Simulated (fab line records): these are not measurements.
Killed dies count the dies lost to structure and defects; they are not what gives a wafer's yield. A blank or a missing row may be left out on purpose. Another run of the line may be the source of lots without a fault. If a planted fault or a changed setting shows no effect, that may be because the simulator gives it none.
One fault seen from 3 desks	flow n5Finfet	each desk holds nothing but its own numbers, with what lay behind them at the end
Where a reading is given only as a bound, like >300, the bound stands for it, and a mean or a difference that rests on one is marked > or <: the true number lies beyond.

THE DEFECT DESK
Counts from the inspections along the route, per lot, as means over the sampled wafers that have a number. A lot is out of limits, marked OUT, if its mean lies more than 4 standard deviations from the usual mean; the brackets give that distance.
Columns: A = rawDefectCount at N5_MIM_TOP_LITHO_INSPECT_12, usual 2.0
lot	first seen here	A
L843	day 12 17:22	1.7
L842	day 12 17:28	3.0
L844	day 13 02:44	2.0
L845	day 13 11:55	>278 (+99 or more) OUT
L847	day 13 18:02	288.0 (+99 or more) OUT
L848	day 14 02:08	283.0 (+99 or more) OUT
L857	day 16 22:00	2.3
L858	day 17 10:20	2.0
L856	day 17 17:11	2.7
L860	day 18 02:32	1.7
L861	day 18 15:43	1.7
This desk finds L845, L847, L848 out of limits, L845 being first, at day 13 11:55 (rawDefectCount at N5_MIM_TOP_LITHO_INSPECT_12). L843, L842, L844, L857, L858, L856, L860, L861: within limits.

FOR THE TOOL OWNER'S DESK: pecvd-04
The tool's own readings at N5_PASSIVATION_PECVD_00 (deposits SiO2 from SiH4/N2O, target thk 200 nm, time 11.2 s): means of the sampled wafers that have a number, for each lot that ran on this tool. A lot is out of limits, marked OUT, if its mean lies more than 4 standard deviations from the usual mean; the brackets give that distance.
Columns: A = heaterPowerW at N5_PASSIVATION_PECVD_00, usual 688 W; B = showerheadPlenumPTorr at N5_PASSIVATION_PECVD_00, usual 8.12 Torr; C = throttleValvePct at N5_PASSIVATION_PECVD_00, usual 52 %
lot	first seen here	A	B	C
L843	day 12 11:08	662	8.14	52
L842	day 12 11:47	709	8.10	52
L844	day 12 23:10	659	8.12	49
L845	day 13 10:02	649	8.16	52
L847	day 13 16:20	660	8.13	53
L848	day 13 23:43	595	8.12	56
L857	day 16 20:31	642	8.13	52
L858	day 17 07:36	630	8.09	52
L861	day 18 13:02	665	8.08	56
This desk found nothing out of limits on any of the 9 lots.

THE METROLOGY DESK
Means of the sampled wafers that have a number, per lot and without regard to the tool the lot ran on: this is what the gauges read. A lot is out of limits, marked OUT, if its mean lies more than 4 standard deviations from the usual mean; the brackets give that distance.
Columns: A = M15_OVL at N5_BEOL_M15_OVL_MEAS_29, usual 3 nm; B = M15_RS at N5_BEOL_M15_RS_MEAS_54, usual 0.0215 ohm/sq
lot	first seen here	A	B
L842	day 12 03:08	-2	0.0211
L843	day 12 05:34	3	0.0218
L844	day 12 17:45	7	0.0216
L845	day 13 05:15	4	0.0215
L847	day 13 11:07	5	0.0220
L848	day 13 19:55	4	0.0218
L857	day 16 13:02	-1	0.0221
L858	day 17 03:46	-4	0.0219
L856	day 17 05:02	-4	0.0215
L860	day 17 16:59	12	0.0210
L861	day 18 08:32	-3	0.0211
This desk found nothing out of limits on any of the 11 lots.

PUT TOGETHER
The defect desk could have raised an alarm at day 13 11:55, on L845, L847, L848.
The tool owner's desk saw nothing out of limits.
Metrology desk: nothing out of limits seen.
On record at the tool owner's desk: L845, L847, L848, within its limits.
The metrology desk holds a record of L845, L847, L848, inside its limits.
The lots listed all ran N5_PASSIVATION_PECVD_00 on pecvd-04.

WHAT THE SIMULATOR HAD INSERTED
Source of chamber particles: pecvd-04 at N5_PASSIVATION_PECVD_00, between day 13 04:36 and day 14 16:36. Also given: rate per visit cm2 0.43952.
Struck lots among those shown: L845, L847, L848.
Hours from the fault's start to each desk's first reading out of limits: the defect desk, 7.
